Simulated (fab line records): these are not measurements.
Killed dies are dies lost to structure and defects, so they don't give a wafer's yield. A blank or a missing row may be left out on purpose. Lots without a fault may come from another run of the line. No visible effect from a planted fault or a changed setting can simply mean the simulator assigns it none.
Matching of chambers || flow n5-finfet || N5_DUMMY_REMOVAL_STRIP_10 on rie-diel-03: 4 sister chambers
The step strips in N2/H2, time 40 s. 20 wafers are shown with their chamber, then 9 later ones without.

== WAFERS WITH THEIR CHAMBER ==
{"wafer": "L074.1", "chamber": 3, "showerhead-plenum-p-Torr (Torr)": 3.28, "drypump-motor-current-A (A)": 6.3, "oes-product-au (a.u.)": 0.82}
{"wafer": "L074.4", "chamber": 0, "showerhead-plenum-p-Torr (Torr)": 3.24, "drypump-motor-current-A (A)": 6.1, "oes-product-au (a.u.)": 0.80}
{"wafer": "L074.5", "chamber": 3, "showerhead-plenum-p-Torr (Torr)": 3.28, "drypump-motor-current-A (A)": 6.2, "oes-product-au (a.u.)": 0.83}
{"wafer": "L076.1", "chamber": 3, "showerhead-plenum-p-Torr (Torr)": 3.28, "drypump-motor-current-A (A)": 6.2, "oes-product-au (a.u.)": 0.82}
{"wafer": "L076.2", "chamber": 1, "showerhead-plenum-p-Torr (Torr)": 3.46, "drypump-motor-current-A (A)": 4.8, "oes-product-au (a.u.)": 0.67}
{"wafer": "L076.4", "chamber": 0, "showerhead-plenum-p-Torr (Torr)": 3.24, "drypump-motor-current-A (A)": 6.1, "oes-product-au (a.u.)": 0.78}
{"wafer": "L077.1", "chamber": 1, "showerhead-plenum-p-Torr (Torr)": 3.46, "drypump-motor-current-A (A)": 4.7, "oes-product-au (a.u.)": 0.68}
{"wafer": "L077.2", "chamber": 0, "showerhead-plenum-p-Torr (Torr)": 3.24, "drypump-motor-current-A (A)": 6.1, "oes-product-au (a.u.)": 0.78}
{"wafer": "L077.5", "chamber": 0, "showerhead-plenum-p-Torr (Torr)": 3.24, "drypump-motor-current-A (A)": 6.1, "oes-product-au (a.u.)": 0.78}
{"wafer": "L086.2", "chamber": 0, "showerhead-plenum-p-Torr (Torr)": 3.23, "drypump-motor-current-A (A)": 6.2, "oes-product-au (a.u.)": 0.76}
{"wafer": "L086.3", "chamber": 3, "showerhead-plenum-p-Torr (Torr)": 3.27, "drypump-motor-current-A (A)": 6.2, "oes-product-au (a.u.)": 0.80}
{"wafer": "L086.6", "chamber": 0, "showerhead-plenum-p-Torr (Torr)": 3.23, "drypump-motor-current-A (A)": 6.1, "oes-product-au (a.u.)": 0.76}
{"wafer": "L087.1", "chamber": 3, "showerhead-plenum-p-Torr (Torr)": 3.27, "drypump-motor-current-A (A)": 6.2, "oes-product-au (a.u.)": 0.81}
{"wafer": "L087.3", "chamber": 2, "showerhead-plenum-p-Torr (Torr)": 3.25, "drypump-motor-current-A (A)": 6.2, "oes-product-au (a.u.)": 0.74}
{"wafer": "L087.6", "chamber": 1, "showerhead-plenum-p-Torr (Torr)": 3.45, "drypump-motor-current-A (A)": 4.7, "oes-product-au (a.u.)": 0.66}
{"wafer": "L089.1", "chamber": 2, "showerhead-plenum-p-Torr (Torr)": 3.25, "drypump-motor-current-A (A)": 6.2, "oes-product-au (a.u.)": 0.74}
{"wafer": "L089.5", "chamber": 3, "showerhead-plenum-p-Torr (Torr)": 3.27, "drypump-motor-current-A (A)": 6.2, "oes-product-au (a.u.)": 0.80}
{"wafer": "L089.6", "chamber": 0, "showerhead-plenum-p-Torr (Torr)": 3.23, "drypump-motor-current-A (A)": 6.1, "oes-product-au (a.u.)": 0.76}
{"wafer": "L090.1", "chamber": 1, "showerhead-plenum-p-Torr (Torr)": 3.45, "drypump-motor-current-A (A)": 4.7, "oes-product-au (a.u.)": 0.65}
{"wafer": "L090.3", "chamber": 0, "showerhead-plenum-p-Torr (Torr)": 3.23, "drypump-motor-current-A (A)": 6.1, "oes-product-au (a.u.)": 0.76}

SIGNATURES (means of the wafers above)
{"reading": "showerhead-plenum-p-Torr", "chamber 0": 3.2350, "chamber 1": 3.4550, "chamber 2": 3.2500, "chamber 3": 3.2750, "scatter within a chamber": 0.0053}
{"reading": "drypump-motor-current-A", "chamber 0": 6.112, "chamber 1": 4.725, "chamber 2": 6.200, "chamber 3": 6.217, "scatter within a chamber": 0.0392}
{"reading": "oes-product-au", "chamber 0": 0.7725, "chamber 1": 0.6650, "chamber 2": 0.7400, "chamber 3": 0.8133, "scatter within a chamber": 0.0132}
Rule: for each reading, subtract the chamber's mean from the wafer's reading, divide by that reading's scatter and square the result; add these up over the readings and take the root, which gives the wafer's distance from the chamber. The wafer belongs to the nearest chamber; if the next one is less than 2 further off, it can't be placed. The scatter is the square root of a quotient: the sum, over the shown wafers, of each reading's squared deviation from its chamber's mean, divided by wafers minus chambers.

== WAFERS WHOSE CHAMBER IS MISSING ==
{"wafer": "L090.4", "showerhead-plenum-p-Torr (Torr)": 3.27, "drypump-motor-current-A (A)": 6.2, "oes-product-au (a.u.)": 0.79}
{"wafer": "L092.1", "showerhead-plenum-p-Torr (Torr)": 3.27, "drypump-motor-current-A (A)": 6.2, "oes-product-au (a.u.)": 0.80}
{"wafer": "L092.2", "showerhead-plenum-p-Torr (Torr)": 3.24, "drypump-motor-current-A (A)": 6.2, "oes-product-au (a.u.)": 0.74}
{"wafer": "L092.4", "showerhead-plenum-p-Torr (Torr)": 3.23, "drypump-motor-current-A (A)": 6.1, "oes-product-au (a.u.)": 0.76}
{"wafer": "L093.1", "showerhead-plenum-p-Torr (Torr)": 3.26, "drypump-motor-current-A (A)": 6.2, "oes-product-au (a.u.)": 0.79}
{"wafer": "L093.3", "showerhead-plenum-p-Torr (Torr)": 3.23, "drypump-motor-current-A (A)": 6.1, "oes-product-au (a.u.)": 0.76}
{"wafer": "L093.4", "showerhead-plenum-p-Torr (Torr)": 3.24, "drypump-motor-current-A (A)": 6.2, "oes-product-au (a.u.)": 0.74}
{"wafer": "L097.3", "showerhead-plenum-p-Torr (Torr)": 3.24, "drypump-motor-current-A (A)": 6.2, "oes-product-au (a.u.)": 0.73}
{"wafer": "L097.5", "showerhead-plenum-p-Torr (Torr)": 3.22, "drypump-motor-current-A (A)": 6.1, "oes-product-au (a.u.)": 0.75}

== EACH ONE'S CHAMBER ==
{"wafer": "L090.4", "from the rows above": 3, "in truth": 3}
{"wafer": "L092.1", "from the rows above": 3, "in truth": 3}
{"wafer": "L092.2", "from the rows above": "can't be placed: 2 or 0", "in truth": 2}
{"wafer": "L092.4", "from the rows above": 0, "in truth": 0}
{"wafer": "L093.1", "from the rows above": "can't be placed: 3 or 2", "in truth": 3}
{"wafer": "L093.3", "from the rows above": 0, "in truth": 0}
{"wafer": "L093.4", "from the rows above": "can't be placed: 2 or 0", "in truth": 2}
{"wafer": "L097.3", "from the rows above": "can't be placed: 2 or 0", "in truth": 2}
{"wafer": "L097.5", "from the rows above": 0, "in truth": 0}
Placed correctly: 5 of 9. Cannot be placed on the basis of these rows: 4; the candidates contain the true chamber in 4. Number placed wrongly: 0.
